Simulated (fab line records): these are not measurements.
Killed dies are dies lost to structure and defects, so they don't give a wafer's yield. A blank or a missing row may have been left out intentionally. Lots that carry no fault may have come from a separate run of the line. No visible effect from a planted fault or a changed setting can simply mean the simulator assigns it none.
Comparing a struck lot with a sound one ; flow nand harc ; 13 out of 1302 route steps
Sound: the wafers L697.2, L697.3, L697.4. Struck: wafers L704.3, L704.5, L704.6. The cause is given at the end.
For every step that has rows: the tool of each side, followed by ch and its chambers, followed by its first start. Under that, the readings that differ: sound wafers ; struck wafers ; difference of the means ; sigmas: that difference in standard deviations of wafers without a fault.
alike: readings whose means differ by less than 2 such deviations, and words and numbers that are the same on both sides. not compared: withheld readings, readings that some wafer has no value for, bounds like >300 that may hide the same value, and numbers for which the record gives no deviation and whose values overlap.
The two part at a step that has a row with sigmas, a row that says differs or no value, or rows on one side only. When numbers do not overlap yet have no deviation, they are printed without sigmas and do not part them. A reading that every wafer of one side lacks parts them only if that side has two wafers or more.

first, 1 step without rows for these wafers: NHARC_A_STAIRCASE_DESCUM_291 (chemistry O2, time 3 s).
NHARC_A_STAIRCASE_ETCH_292: etches the open film in CF4/CHF3.
  sound on rie diel-01 ch 2,3, day 18 19:10; struck on rie diel-09 ch 0,3, day 22 15:59
  alike: drypump motor current A, oes product au, rf vpp V, showerhead plenum p Torr, throttle valve pct
  not compared: rf hours counter h
then, 2 steps without rows for these wafers: NHARC_A_STAIRCASE_HM_OPEN_460 (chemistry O2/COS); NHARC_A_STAIRCASE_STRIP_461 (strips in O2/COS).
NHARC_A_STAIRCASE_ETCH_452: etches the open film in CF4/O2, target depth 30 nm, overetch 3 nm, time 16.5 s.
  sound on rie diel-01 ch 2,3; struck on rie diel-09 ch 0,1
  alike: drypump motor current A, oes product au, rf vpp V, showerhead plenum p Torr, throttle valve pct
  not compared: rf hours counter h
NHARC_A_STAIRCASE_ETCH_294: etches the open film in C4F8/O2/Ar, target depth 4989 nm, time 1211.6 s.
  sound on rie diel-01 ch 0,2; struck on rie diel-09 ch 1,2
reading;sound;struck;difference;sigmas
rf vpp V (V);1845 1847 1848;1827 1825 1811;-26;-2
  alike: oes product au
  not compared: rf hours counter h
NHARC_A_STAIRCASE_STRIP_295: strips in O2.
  sound on rie diel-01 ch 0,2; struck on rie diel-09 ch 0,1
  alike: drypump motor current A, oes product au, rf vpp V, showerhead plenum p Torr, throttle valve pct
  not compared: rf hours counter h
then, 3 steps without rows for these wafers: NHARC_A_STAIRCASE_STRIP_296 (strips in SPM, time 900 s); NHARC_A_STAIRCASE_PRECLEAN_297 (cleans in SC1); NHARC_A_STAIRCASE_SRD_298.
NHARC_A_STAIRCASE_HM_DEP_462: deposits aC, target thk 800 nm.
  sound on acl dep-03 ch 0, day 18 23:27; struck on acl dep-02 ch 0, day 22 18:46
  alike: throttle valve pct
NHARC_A_STAIRCASE_DEP_301: deposits SiON, target thk 30 nm.
  sound on pecvd-04 ch 1,2, day 19 01:02; struck on pecvd-04 ch 0,2, day 22 20:05
reading;sound;struck;difference;sigmas
rf fwd power W (W);348.1 349.6 350.0;487.5 487.2 486.7;+137.9;+99 or more
showerhead vpp V (V);1121 1113 1153;1336 1338 1451;+246;+5
  alike: heater power w
then, 1 step without rows for these wafers: NHARC_A_STAIRCASE_DEHYDRATE_302 (time 120 s).

WHERE THEY PART
At NHARC_A_STAIRCASE_ETCH_294 first; at NHARC_A_STAIRCASE_DEP_301 last (within this record only).

WHY: whatever the simulator had introduced
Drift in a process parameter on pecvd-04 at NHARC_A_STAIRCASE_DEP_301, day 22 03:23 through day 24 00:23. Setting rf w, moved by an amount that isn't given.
